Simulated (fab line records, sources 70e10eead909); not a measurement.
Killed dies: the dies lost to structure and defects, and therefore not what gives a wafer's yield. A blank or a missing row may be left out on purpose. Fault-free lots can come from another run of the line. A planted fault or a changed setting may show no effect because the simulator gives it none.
What tool caused it?	flow nand harc	Sampling: 13 lots, 39 wafers, 5 of 1302 route steps

== WHAT EACH GAUGE READ, for each wafer ==
NHARC_A_BONDPAD_THK_MEAS_20: measures by xrf.
lot	measured	on	thk nm (nm)
L375	day 22 23:04	film metro-01	168.4 170.2 170.6
L376	day 24 02:59	film metro-01	167.5 170.3 167.8
L377	day 24 18:55	film metro-02	170.2 167.2 170.4
L378	day 24 22:47	film metro-01	169.9 173.0 169.0
L379	day 24 18:03	film metro-01	169.1 168.1 167.9
L380	day 25 08:14	film metro-02	168.9 170.0 170.0
L381	day 26 06:35	film metro-01	171.3 169.9 171.5
L384	day 27 04:31	film metro-01	168.7 167.9 166.9
L386	day 28 09:46	film metro-01	170.7 169.6 168.8
L388	day 28 08:13	film metro-02	171.6 170.2 172.2
L396	day 31 20:26	film metro-01	169.4 170.4 169.7
L395	day 31 19:15	film metro-02	170.8 170.2 168.5
L397	day 32 02:08	film metro-02	171.8 174.1 169.6

NHARC_END_SORT_01.
lot	measured	on	killed at array	killed at other	killed at periphery	killed dies	killed open	killed short
L386	day 29 14:40	prober-01	128 97 109	0 0 2	4 3 7	132 100 118	4 2 2	2 0 1
L388	day 29 22:28	prober-01	116 117 129	0 0 0	2 3 0	118 120 129	2 5 0	0 1 2

== EACH LOT AND THE TOOL THAT RAN IT (in order: tool; ch and the chambers of the sampled wafers; start) ==
lot	NHARC_A_DECK1_JOINT_CVD_12	NHARC_A_BONDPAD_DESCUM_11	NHARC_THIN_TSV_DEGAS_53
L375	lpcvd poly-02 ch 0, day 11 17:51	rie diel-11 ch 2,3, day 22 20:42	pvd sputter-03, day 23 17:28
L376	lpcvd poly-02 ch 0, day 12 06:59	rie diel-05 ch 0,3, day 24 00:40	pvd sputter-02, day 24 22:27
L377	lpcvd poly-02 ch 0, day 12 16:15	rie diel-11 ch 0,2,3, day 24 16:34	pvd sputter-03, day 25 12:23
L378	lpcvd poly-03 ch 0, day 12 22:16	rie diel-11 ch 2,3, day 24 20:19	pvd sputter-03, day 25 15:52
L379	lpcvd poly-03 ch 0, day 13 01:34	rie diel-11 ch 0,1, day 24 15:42	pvd sputter-01, day 25 11:19
L380	lpcvd poly-02 ch 0, day 13 12:43	rie diel-05 ch 0,2,3, day 25 05:50	pvd sputter-03, day 26 04:55
L381	lpcvd poly-04 ch 0, day 13 23:26	rie diel-11 ch 0,3, day 26 04:13	pvd sputter-03, day 27 03:20
L384	lpcvd poly-02 ch 0, day 15 04:26	rie diel-05 ch 1,3, day 27 02:08	pvd sputter-01, day 27 23:08
L386	lpcvd poly-02 ch 0, day 16 01:41	rie diel-03 ch 0,1, day 28 07:25	pvd sputter-03, day 29 01:11
L388	lpcvd poly-02 ch 0, day 16 01:41	rie diel-05 ch 0,1,2, day 28 05:32	pvd sputter-01, day 29 02:14
L396	lpcvd poly-03 ch 0, day 19 23:07	rie diel-05 ch 0,2, day 31 18:01	pvd sputter-02, day 32 18:59
L395	lpcvd poly-02 ch 0, day 20 02:33	rie diel-11 ch 1,2, day 31 16:49	pvd sputter-02, day 32 17:56
L397	lpcvd poly-03 ch 0, day 20 09:36	rie diel-11 ch 1,2,3, day 31 23:31	pvd sputter-03, day 32 20:16
- NHARC_A_DECK1_JOINT_CVD_12: deposits poly-Si, target thk 90 nm, time 1800 s.
- NHARC_A_BONDPAD_DESCUM_11: chemistry O2, time 3 s.
- NHARC_THIN_TSV_DEGAS_53: time 60 s.

== WHAT THE TOOLS THEMSELVES READ (means of the sampled wafers that have a number; where no wafer has one, the mark that the record gives instead) ==
NHARC_A_DECK1_JOINT_CVD_12.
lot	tool	zone power lower pct (%)
L375	lpcvd poly-02	9.7
L376	lpcvd poly-02	9.7
L377	lpcvd poly-02	9.7
L378	lpcvd poly-03	8.7
L379	lpcvd poly-03	8.7
L380	lpcvd poly-02	9.6
L381	lpcvd poly-04	8.2
L384	lpcvd poly-02	9.6
L386	lpcvd poly-02	9.6
L388	lpcvd poly-02	9.7
L396	lpcvd poly-03	8.6
L395	lpcvd poly-02	9.7
L397	lpcvd poly-03	8.8

NHARC_A_BONDPAD_DESCUM_11.
lot	tool	chamber pressure mTorr (mTorr)	drypump motor current A (A)	oes product au (a.u.)	rf vpp V (V)	showerhead plenum p Torr (Torr)	throttle valve pct (%)
L375	rie diel-11	60.02	6.1	1.009	56.9	1.88	11.321
L376	rie diel-05	59.99	5.1	1.012	57.8	1.85	11.310
L377	rie diel-11	59.97	6.1	1.008	56.4	1.87	11.310
L378	rie diel-11	59.97	6.1	0.998	58.0	1.88	11.319
L379	rie diel-11	59.98	6.2	1.005	57.3	1.86	11.313
L380	rie diel-05	60.00	5.4	1.008	58.0	1.87	11.317
L381	rie diel-11	59.98	6.3	0.988	57.6	1.86	11.313
L384	rie diel-05	60.03	5.3	1.009	57.7	1.95	11.313
L386	rie diel-03	60.00	6.2	1.001	58.8	1.98	11.322
L388	rie diel-05	60.01	5.6	1.004	58.7	1.92	11.304
L396	rie diel-05	60.01	5.7	1.001	57.2	1.89	11.300
L395	rie diel-11	60.02	5.9	1.002	57.0	1.87	11.316
L397	rie diel-11	59.99	6.1	0.996	57.9	1.88	11.302

NHARC_THIN_TSV_DEGAS_53.
lot	tool	heater power w (W)
L375	pvd sputter-03	474
L376	pvd sputter-02	516
L377	pvd sputter-03	435
L378	pvd sputter-03	466
L379	pvd sputter-01	513
L380	pvd sputter-03	510
L381	pvd sputter-03	467
L384	pvd sputter-01	502
L386	pvd sputter-03	471
L388	pvd sputter-01	526
L396	pvd sputter-02	536
L395	pvd sputter-02	545
L397	pvd sputter-03	477

== THE ANSWER, worked out from the rows above alone ==
Rule: the usual values come from the lots themselves. The widest of any qualifying gaps counts: lots, ordered by their means at a reading, are off when they make up no more than a third of the lots, leave a main group of 4 or more, and stand apart from it by 3 or more times the standard deviation of that group's means. The tables above print the reading to a certain number of digits; a main group whose means all agree to those digits is not used. A lot without any number at a reading at which 4 lots or more have one is off too. Where the step has rows for the other lots, those lots are counted as sound. Order of review: gauges by route order, followed by the tools' own readings, for which a lot's mean as printed above is used. The first step at which some lot is off is used, and at that step the reading that is off furthest; a lot without a number counts as furthest.
Across all readings shown, no lot is off: no conclusion can be drawn from this.

== WHAT THE SIMULATOR HAD INSERTED ==
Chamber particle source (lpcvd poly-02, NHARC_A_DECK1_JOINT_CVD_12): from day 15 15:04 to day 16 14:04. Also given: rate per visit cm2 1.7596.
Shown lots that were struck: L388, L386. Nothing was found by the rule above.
